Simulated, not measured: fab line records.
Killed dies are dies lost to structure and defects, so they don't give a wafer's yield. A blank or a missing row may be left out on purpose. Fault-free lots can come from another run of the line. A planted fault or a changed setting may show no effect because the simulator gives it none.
Matching of chambers ; flow nand harc ; NHARC_A_STAIRCASE_DESCUM_219 on rie diel-06: 4 sister chambers
The step chemistry O2, time 3 s. 20 wafers are shown with their chamber, then 10 later ones without.

## WAFERS, EACH WITH ITS CHAMBER
wafer;chamber;showerhead plenum p Torr (Torr);drypump motor current A (A);oes product au (a.u.)
L078.1;2;2.08;5.4;1.003
L078.3;1;1.93;6.0;0.997
L078.6;0;1.85;5.1;0.998
L080.1;2;2.07;5.5;1.005
L080.4;1;1.93;6.0;1.003
L080.5;3;1.78;6.0;0.989
L084.3;2;2.07;5.4;1.009
L084.4;1;1.93;6.0;1.007
L084.5;0;1.85;5.1;0.995
L088.2;0;1.84;5.1;0.990
L088.3;1;1.93;6.0;1.014
L088.4;3;1.78;6.0;0.991
L087.2;3;1.78;6.0;0.998
L087.3;2;2.07;5.5;0.998
L087.5;0;1.84;5.2;0.983
L086.1;3;1.78;6.0;0.999
L086.3;2;2.07;5.4;1.004
L086.5;2;2.07;5.4;0.999
L085.3;2;2.07;5.4;0.989
L085.4;3;1.78;6.0;0.990

SIGNATURES (averages over the wafers above)
reading;chamber 0;chamber 1;chamber 2;chamber 3;scatter within a chamber
showerhead plenum p Torr;1.8450;1.9300;2.0714;1.7800;0.00341
drypump motor current A;5.125;6.000;5.429;6.000;0.0369
oes product au;0.99150;1.00525;1.00100;0.99340;0.00623
Rule: distance of a wafer from a chamber = root of the sum over the readings of ((wafer's reading minus chamber's mean) / reading's scatter) squared. If the next closest chamber is less than 2 further off than the closest, the wafer can't be placed; otherwise it belongs to the closest. The scatter is the square root of a quotient: the sum, over the shown wafers, of each reading's squared deviation from its chamber's mean, divided by wafers minus chambers.

## WAFERS WITH NO CHAMBER GIVEN
wafer;showerhead plenum p Torr (Torr);drypump motor current A (A);oes product au (a.u.)
L085.5;2.07;5.5;0.985
L094.2;2.06;5.4;0.994
L094.4;1.84;5.1;0.976
L094.6;1.77;6.0;1.001
L097.1;1.77;6.0;1.003
L097.2;1.84;5.1;0.989
L097.5;1.84;5.1;0.980
L095.1;1.77;6.0;0.998
L095.4;1.92;6.0;1.014
L095.6;2.06;5.4;1.009

## EACH ONE'S CHAMBER
wafer;from the rows above;in truth
L085.5;2;2
L094.2;2;2
L094.4;0;0
L094.6;3;3
L097.1;3;3
L097.2;0;0
L097.5;0;0
L095.1;3;3
L095.4;1;1
L095.6;2;2
Correctly placed: 10 of 10. Number that these rows cannot place: 0. Placed wrongly: 0.
